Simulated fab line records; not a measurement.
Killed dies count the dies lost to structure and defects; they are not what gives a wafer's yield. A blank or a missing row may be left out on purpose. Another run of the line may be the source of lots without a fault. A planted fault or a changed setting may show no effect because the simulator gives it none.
fab line records    flow n5_finfet
[record] lots = 5  wafers = 15  last_day = 18
route steps=1938 shown BEOL_M0_SAQP@634 BEOL_M4@1111
lots untouched by any fault: they come from a run of this same line in which no faults occurred
start_h: hours from the record's opening day to when the first of the lot's shown wafers began    wait_h: how many hours have passed since the lot's step before this one    " the same as in the row above    L1.1+2: one row covering several wafers at once    - no value, or no start was given    * or withheld: withheld    < > ~ a bound
route shown NAME@n: a module of which the file shows steps, and the number in the route of the first    usual: mean and standard deviation over wafers with no fault    same: alike in all rows    chamber/n: place in a boat    sites: the reading at each site    _std_site: the standard deviation of these    _edge_site: outer sites' mean less inner sites'    radius_mm: how far each site lies from the wafer's centre    mask NAME#n: copy n    behind: tool/chamber where the wafer was last shaped    hold: the reason the lot was held/the length of the hold in hours/how it ended    device: the transistor (n, p or np) that didn't switch    end of line: the tests these same wafers got at the end of their route    a step without rows: its recipe alone    killed: at the first sort, the dies lost to defects and structure; wafer yield is something else    map: dies across one wafer; x = killed, . = not, _ = none there
set.NAME: the setting the step ran with; set.NAME@STEP: the setting that earlier step ran with    model.NAME: the simulator's own value behind a step, which no gauge read
lots at selected steps of the route; one table per step, one row per wafer
services: when a tool's chamber went out of use (start_h, in hours from the record's first day, below 0 if earlier), for how many hours, and the reason
[[steps]]
[step N5_BEOL_M0_SAQP_HM_DEP_02]
[recipe] material = TiN  target_thk_a = 120  temp_c = 25  chamber_pressure_pa = 0.49996
[usual] throttle_valve_pct = 30.0/1.2
lot.wafer  tool            chamber  start_h  wait_h  throttle_valve_pct
L731.1     pvd_sputter-01  -        109.88   1.4     30.3
L731.2     "               -        "        "       31.6
L731.6     "               -        "        "       30.3
L732.1     pvd_sputter-01  -        114.92   0.1     28.1
L732.3     "               -        "        "       31.6
L732.4     "               -        "        "       30.4
L738.2     pvd_sputter-03  -        150.82   1.5     29.1
L738.3     "               -        "        "       29.4
L738.4     "               -        "        "       28.7
L745.2     pvd_sputter-01  -        199.48   0.3     30.1
L745.5     "               -        "        "       31.6
L745.6     "               -        "        "       28.0
L754.2     pvd_sputter-02  -        244.19   0.9     32.2
L754.4     "               -        "        "       30.5
L754.6     "               -        "        "       30.5
[step N5_BEOL_M0_SAQP_PECVD_03]
[recipe] material = SiCN  target_thk_a = 120  temp_c = withheld  precursor = 3MS/NH3  pressure_torr = 3  rf_w = 202  time_s = 21.1
[usual] rf_fwd_power_W = 199.0/1.2  showerhead_plenum_p_Torr = 3.672/0.011  throttle_valve_pct = 8.7/0.32
lot.wafer  tool      chamber  start_h  wait_h  rf_fwd_power_W  showerhead_plenum_p_Torr  throttle_valve_pct
L731.1     pecvd-02  0        110.00   0.1     200.1           3.656                     8.8
L731.2     "         1        "        "       197.2           3.674                     8.6
L731.6     "         0        "        "       198.2           3.665                     8.9
L732.1     pecvd-01  1        115.04   0.1     201.0           3.680                     8.8
L732.3     "         0        "        "       199.8           3.674                     8.6
L732.4     "         1        "        "       199.5           3.669                     9.1
L738.2     pecvd-02  0        150.94   0.1     199.2           3.667                     8.9
L738.3     "         1        "        "       197.4           3.659                     8.6
L738.4     "         1        "        "       197.3           3.672                     8.7
L745.2     pecvd-01  0        199.60   0.1     199.6           3.683                     8.7
L745.5     "         1        "        "       200.8           3.678                     9.4
L745.6     "         2        "        "       196.8           3.691                     8.4
L754.2     pecvd-01  2        244.31   0.1     198.0           3.675                     7.8
L754.4     "         2        "        "       197.6           3.692                     8.1
L754.6     "         0        "        "       199.5           3.688                     8.9
[step N5_BEOL_M0_SAQP_PECVD_96]
[recipe] material = a-Si  target_thk_a = 450  temp_c = 350  precursor = SiH4/He  pressure_torr = 3  rf_w = 100  time_s = 45.2
[usual] heater_power_w = 644/50  rf_fwd_power_W = 99.1/0.41  showerhead_plenum_p_Torr = 5.70/0.041  throttle_valve_pct = 17.4/0.59
lot.wafer  tool      chamber  start_h  wait_h  heater_power_w  rf_fwd_power_W  showerhead_plenum_p_Torr  throttle_valve_pct
L731.1     pecvd-02  0        110.03   0.0     614             99.6            5.66                      17.5
L731.2     "         1        "        "       625             98.7            5.67                      17.3
L731.6     "         0        "        "       613             99.0            5.68                      17.5
L732.1     pecvd-01  1        115.07   0.0     643             99.1            5.71                      18.0
L732.3     "         0        "        "       689             99.6            5.73                      17.3
L732.4     "         1        "        "       665             99.2            5.70                      17.9
L738.2     pecvd-02  0        150.97   0.0     599             99.1            5.67                      17.6
L738.3     "         1        "        "       619             98.4            5.68                      17.2
L738.4     "         1        "        "       626             98.9            5.68                      17.4
L745.2     pecvd-01  0        199.63   0.0     595             98.9            5.74                      17.6
L745.5     "         1        "        "       753             99.0            5.70                      18.1
L745.6     "         2        "        "       638             99.0            5.77                      16.0
L754.2     pecvd-01  2        244.34   0.0     633             99.1            5.77                      16.1
L754.4     "         2        "        "       634             98.3            5.76                      16.5
L754.6     "         0        "        "       663             99.3            5.74                      17.8
[step N5_BEOL_M0_SAQP_PECVD_97]
[recipe] material = SiNx  target_thk_a = 230  temp_c = 350  precursor = SiH4/NH3/N2  pressure_torr = 1.5  rf_w = 300  time_s = 19.9
[usual] heater_power_w = 581/71  rf_fwd_power_W = 296.6/1.4  showerhead_plenum_p_Torr = 5.18/0.057  throttle_valve_pct = 38.2/1.3
lot.wafer  tool      chamber  start_h  wait_h  heater_power_w  rf_fwd_power_W  showerhead_plenum_p_Torr  throttle_valve_pct
L731.1     pecvd-02  0        110.08   0.0     524             298.3           5.13                      38.5
L731.2     "         1        "        "       597             296.5           5.17                      37.4
L731.6     "         0        "        "       511             297.2           5.12                      38.8
L732.1     pecvd-01  1        115.12   0.0     659             297.1           5.18                      39.5
L732.3     "         0        "        "       625             298.7           5.24                      38.2
L732.4     "         1        "        "       657             297.6           5.18                      39.5
L738.2     pecvd-02  0        151.02   0.0     488             298.2           5.11                      38.9
L738.3     "         1        "        "       553             295.2           5.16                      37.6
L738.4     "         1        "        "       551             294.9           5.16                      38.0
L745.2     pecvd-01  0        199.68   0.0     599             297.6           5.24                      38.4
L745.5     "         1        "        "       692             296.6           5.17                      39.6
L745.6     "         2        "        "       558             293.7           5.30                      35.8
L754.2     pecvd-01  2        244.39   0.0     577             295.6           5.29                      35.8
L754.4     "         2        "        "       582             295.1           5.30                      35.7
L754.6     "         0        "        "       526             298.2           5.24                      38.5
[step N5_BEOL_M0_SAQP_PECVD_04]
[recipe] material = a-Si  target_thk_a = 600  temp_c = 350  precursor = SiH4/He  pressure_torr = 3  rf_w = 100  time_s = 60.2
[step N5_BEOL_M0_SAQP_THK_MEAS_05]
[usual] thk_nm = 60.2/0.86
lot.wafer  tool           chamber  start_h  wait_h  thk_nm
L731.1     film_metro-02  -        110.21   0.1     60.1
L731.2     "              -        "        "       59.9
L731.6     "              -        "        "       60.8
L732.1     film_metro-01  -        115.26   0.1     59.9
L732.3     "              -        "        "       60.1
L732.4     "              -        "        "       60.1
L738.2     film_metro-02  -        151.15   0.1     59.4
L738.3     "              -        "        "       59.8
L738.4     "              -        "        "       60.8
L745.2     film_metro-02  -        199.82   0.1     59.1
L745.5     "              -        "        "       59.1
L745.6     "              -        "        "       61.2
L754.2     film_metro-02  -        244.52   0.1     60.3
L754.4     "              -        "        "       61.1
L754.6     "              -        "        "       60.2
[step N5_BEOL_M0_SAQP_HM_DEP_111]
[recipe] material = SiO2  target_thk_a = 120  temp_c = 400  precursor = SiH4/N2O  pressure_torr = 0.75  rf_w = 275  time_s = 7.2
[usual] heater_power_w = 804/97  rf_fwd_power_W = 272.7/1  showerhead_plenum_p_Torr = 8.20/0.11
lot.wafer  tool      chamber  start_h  wait_h  heater_power_w  rf_fwd_power_W  showerhead_plenum_p_Torr
L731.1     pecvd-04  2        110.25   0.0     815             272.0           8.09
L731.2     "         1        "        "       689             272.4           8.16
L731.6     "         0        "        "       907             271.4           8.09
L732.1     pecvd-01  2        115.29   0.0     824             272.9           8.44
L732.3     "         0        "        "       779             275.3           8.36
L732.4     "         2        "        "       823             272.3           8.45
L738.2     pecvd-02  2        151.19   0.0     778             272.9           8.17
L738.3     "         0        "        "       740             273.4           8.14
L738.4     "         0        "        "       757             272.5           8.14
L745.2     pecvd-02  2        199.85   0.0     805             273.1           8.17
L745.5     "         1        "        "       814             270.7           8.19
L745.6     "         0        "        "       734             273.7           8.11
L754.2     pecvd-04  0        244.56   0.0     1012            273.8           8.07
L754.4     "         1        "        "       709             273.3           8.17
L754.6     "         2        "        "       727             273.3           8.09
[step N5_BEOL_M0_SAQP_COAT_81]
[recipe] resist = SOC  temp_c = 250  time_s = 60  spin_rpm = 1500  resist_thk_nm = 100
[step N5_BEOL_M0_SAQP_COAT_82]
[recipe] resist = SiARC  temp_c = 220  time_s = 60  spin_rpm = 1500  resist_thk_nm = 30
[step N5_BEOL_M0_SAQP_COAT_08]
[recipe] resist = CAR-ArF  spin_rpm = 1500  resist_thk_nm = 90
[step N5_BEOL_M0_SAQP_EBR_10]
[recipe] solvent = PGMEA  ebr_width_mm = 1.5
[step N5_BEOL_M0_SAQP_SOFTBAKE_09]
[recipe] temp_c = 110  time_s = 60  resist = CAR-ArF
[step N5_BEOL_M0_SAQP_EXPOSE_11]
[recipe] mask_id = M0_CORE  na = 1.35  source_shape = dipole  sigma_inner = 0.538  sigma_outer = 0.738  polarization = te  target_cd_nm = 42  dose_mj = 55
[usual] exposure_dose_mJ_cm2 = 55.04/0.15  focus_offset_nm = 0.0/0.49
lot.wafer  tool             chamber  start_h  wait_h  mask       exposure_dose_mJ_cm2  focus_offset_nm
L731.1     arfi_scanner-03  0        110.44   -       M0_CORE#0  54.96                 -0.3
L731.2     "                0        "        "       M0_CORE#0  54.86                 0.2
L731.6     "                0        "        "       M0_CORE#0  54.88                 0.4
L732.1     arfi_scanner-02  0        115.61   -       M0_CORE#0  55.28                 0.3
L732.3     "                0        "        "       M0_CORE#0  55.28                 0.3
L732.4     "                0        "        "       M0_CORE#0  55.31                 0.8
L738.2     arfi_scanner-03  0        151.39   -       M0_CORE#0  54.18                 0.3
L738.3     "                0        "        "       M0_CORE#0  54.16                 -0.4
L738.4     "                0        "        "       M0_CORE#0  54.20                 0.8
L745.2     arfi_scanner-02  0        200.18   -       M0_CORE#0  55.32                 -0.4
L745.5     "                0        "        "       M0_CORE#0  55.28                 -0.4
L745.6     "                0        "        "       M0_CORE#0  55.40                 0.6
L754.2     arfi_scanner-01  0        244.88   -       M0_CORE#0  54.88                 0.4
L754.4     "                0        "        "       M0_CORE#0  54.87                 -0.4
L754.6     "                0        "        "       M0_CORE#0  54.84                 0.3
[step N5_BEOL_M0_SAQP_PEB_12]
[recipe] peb_temp_c = withheld  peb_time_s = 60  resist = CAR-ArF
[step N5_BEOL_M4_RC_MEAS_101]
[usual] DIBL_N = 35.8/1.6  DIBL_P = 36.0/1.9  IOFF_N = 0.151/0.029  IOFF_P = 0.21/0.037  ION_N = 673/12  ION_P = 463/7.3  SS_N = 71.5/0.58  SS_P = 73.2/0.61  VT_N = 251/3.3  VT_P = -250/3.3
lot.wafer  tool       chamber  start_h  wait_h  DIBL_N[mV/V]  DIBL_P[mV/V]  IOFF_N[nA/um]  IOFF_P[nA/um]  ION_N[uA/um]  ION_P[uA/um]  SS_N[mV/dec]  SS_P[mV/dec]  VT_N[mV]  VT_P[mV]
L731.1     prober-02  0        161.92   0.6     38.9          39.9          0.190          0.26           692           474           72.2          73.7          248       -246
L731.2     "          0        "        "       37.2          35.9          0.139          0.19           664           455           71.7          72.8          255       -253
L731.6     "          0        "        "       36.5          35.5          0.129          0.19           663           457           72.1          73.1          255       -251
L732.1     prober-01  0        167.23   0.0     36.0          34.6          0.149          0.19           670           462           71.2          72.9          252       -252
L732.3     "          0        "        "       37.7          37.0          0.179          0.24           687           472           71.2          73.5          246       -247
L732.4     "          0        "        "       35.0          33.2          0.124          0.18           664           458           71.3          72.8          254       -252
L738.2     prober-02  0        220.56   0.2     39.2          40.5          0.212          0.25           688           470           71.9          73.7          245       -249
L738.3     "          0        "        "       36.3          36.0          0.138          0.19           680           461           71.9          73.4          253       -252
L738.4     "          0        "        "       39.0          39.5          0.199          0.24           685           465           71.9          73.9          246       -249
L745.2     prober-02  0        261.20   0.2     35.5          34.8          0.130          0.18           666           460           71.4          72.2          254       -253
L745.5     "          0        "        "       37.9          37.1          0.165          0.21           673           459           71.2          73.7          249       -253
L745.6     "          0        "        "       34.9          33.7          0.116          0.16           662           454           70.8          72.5          256       -257
L754.2     prober-01  0        314.73   0.2     34.0          34.4          0.113          0.19           654           457           71.1          73.3          256       -252
L754.4     "          0        "        "       33.1          34.0          0.114          0.18           671           471           70.7          72.3          258       -251
L754.6     "          0        "        "       31.8          32.0          0.099          0.15           664           463           71.3          72.2          257       -252
[[services]]
tool             chamber  start_h  hours  kind
pvd_sputter-01   -        86.52    4.8    repair
pecvd-04         1        99.31    8.8    repair
arfi_scanner-01  -        100.56   2.3    repair
arfi_scanner-01  -        104.10   1.3    repair
arfi_scanner-02  -        112.87   1.3    pm
arfi_scanner-03  -        114.17   1.0    pm
arfi_scanner-03  -        122.06   1.3    pm
arfi_scanner-01  -        124.91   1.3    pm
arfi_scanner-01  -        126.21   0.8    pm
pvd_sputter-01   -        137.17   2.2    repair
pecvd-01         -        139.51   14.6   pm
arfi_scanner-03  -        145.43   0.8    pm
arfi_scanner-02  -        153.63   0.8    pm
arfi_scanner-03  -        163.39   1.5    pm
arfi_scanner-02  -        202.79   1.3    pm
arfi_scanner-01  -        203.27   1.3    pm
arfi_scanner-02  -        206.25   2.5    repair
arfi_scanner-01  -        210.78   14.0   repair
arfi_scanner-03  -        211.60   1.0    pm
arfi_scanner-02  -        226.14   1.0    pm
arfi_scanner-03  -        227.96   2.5    repair
pvd_sputter-01   -        231.67   2.2    repair
arfi_scanner-02  -        234.30   0.2    repair
pvd_sputter-01   -        236.50   2.7    repair
[[key]]
[first_sign] step = N5_BEOL_M0_SAQP_EXPOSE_11  reading = exposure_dose_mJ_cm2  direction = down  sigmas = 5.7  usual = 55.04  struck = 54.18
effect none on later readings
met_at N5_BEOL_M0_SAQP_EXPOSE_11
struck_wafers L738.2,L738.3,L738.4
rows_end L738.2,L738.3,L738.4
onset_between 110.44 151.39
[fault] kind = process_parameter_drift  tool = arfi_scanner-03  chamber = -  onset_h = 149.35  steps = N5_BEOL_M0_SAQP_EXPOSE_11  channel = dose_mj  offset = -0.79564  shape = step  acts_in = these_recipes_only  stated = 55
// rows_end: these wafers met a further fault down the route, and their rows from its step on are left out
